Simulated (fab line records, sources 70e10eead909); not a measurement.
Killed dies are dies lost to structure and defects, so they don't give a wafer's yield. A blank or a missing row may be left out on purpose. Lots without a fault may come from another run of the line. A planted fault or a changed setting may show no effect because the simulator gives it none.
A struck lot beside a sound one | flow nand_harc | 13 steps out of a route of 1159
Sound: wafers L853.2, L853.4, L853.6. Struck: wafer L868.1. (L868.3 of the same lot was not struck and is left out.) The cause comes at the end.
At each step with rows: each side's tool, then ch and its chambers, then its first start. Under that, the readings that differ: sound wafers | struck wafers | difference of the means | sigmas: that difference in standard deviations of wafers without a fault.
alike: readings whose means differ by less than 2 such deviations, and words and numbers that are the same on both sides. not compared: withheld readings, readings that some wafer has no value for, bounds like >300 that may hide the same value, and numbers for which the record gives no deviation and whose values overlap.
The two part at a step that has a row with sigmas, a row that says differs or no value, or rows on one side only. Numbers that don't overlap but have no deviation are shown without sigmas and don't part them. A reading that every wafer of one side lacks parts them only if that side has two wafers or more.

first, 2 steps without rows for these wafers: NHARC_A_SOURCE_PLATE_SRD_01; NHARC_A_SOURCE_PLATE_OXIDE_02 (material SiO2, target thk 10 nm, ox time 1362 s).
NHARC_A_SOURCE_PLATE_THK_MEAS_09: measures by ellipsometry.
  sound on film_metro-01, day 7 18:16; struck on film_metro-01, day 11 05:56
  alike: thk_nm
then, 3 steps without rows for these wafers: NHARC_A_SOURCE_PLATE_PVD_04 (deposits WSi2, target thk 50 nm); NHARC_A_SOURCE_PLATE_CVD_03 (deposits poly-Si, target thk 200 nm, time 4000 s); NHARC_A_SOURCE_PLATE_ANNEAL_05 (time 1800 s).
NHARC_A_SOURCE_PLATE_THK_MEAS_06: measures by ellipsometry.
  sound on film_metro-01, day 8 07:07; struck on film_metro-02, day 11 17:52
  reading     | sound             | struck | difference | sigmas
  thk_nm (nm) | 196.0 196.8 196.9 | 202.9  | +6.3       | +3
NHARC_A_SOURCE_PLATE_INSPECT_08:
  sound on defect_inspect-02, day 8 07:10; struck on defect_inspect-01, day 11 17:56
  alike: raw_defect_count
then, 1 step without rows for these wafers: NHARC_A_ONON_D1_DEP_00 (target thk 1000 nm).
NHARC_A_ONON_D1_THK_MEAS_02: measures by ellipsometry.
  sound on film_metro-01, day 8 07:45; struck on film_metro-02, day 11 18:31
  alike: thk_nm
NHARC_A_ONON_D1_DEP_03: target thk 1000 nm.
  sound on pecvd_onon-03 ch 0, day 8 07:52; struck on pecvd_onon-01 ch 0, day 11 18:34
  alike: sih4_flow_sccm
NHARC_A_ONON_D1_THK_MEAS_05: measures by ellipsometry.
  sound on film_metro-01, day 8 08:19; struck on film_metro-01, day 11 19:05
  reading     | sound          | struck | difference | sigmas
  thk_nm (nm) | 1002 1001 1004 | 881    | -121       | -11
then, 1 step without rows for these wafers: NHARC_A_ONON_D1_DEP_06 (target thk 1000 nm).

WHERE THEY PART
First at NHARC_A_SOURCE_PLATE_THK_MEAS_06; last, within this record, at NHARC_A_ONON_D1_THK_MEAS_05.

WHY: what the simulator had put in
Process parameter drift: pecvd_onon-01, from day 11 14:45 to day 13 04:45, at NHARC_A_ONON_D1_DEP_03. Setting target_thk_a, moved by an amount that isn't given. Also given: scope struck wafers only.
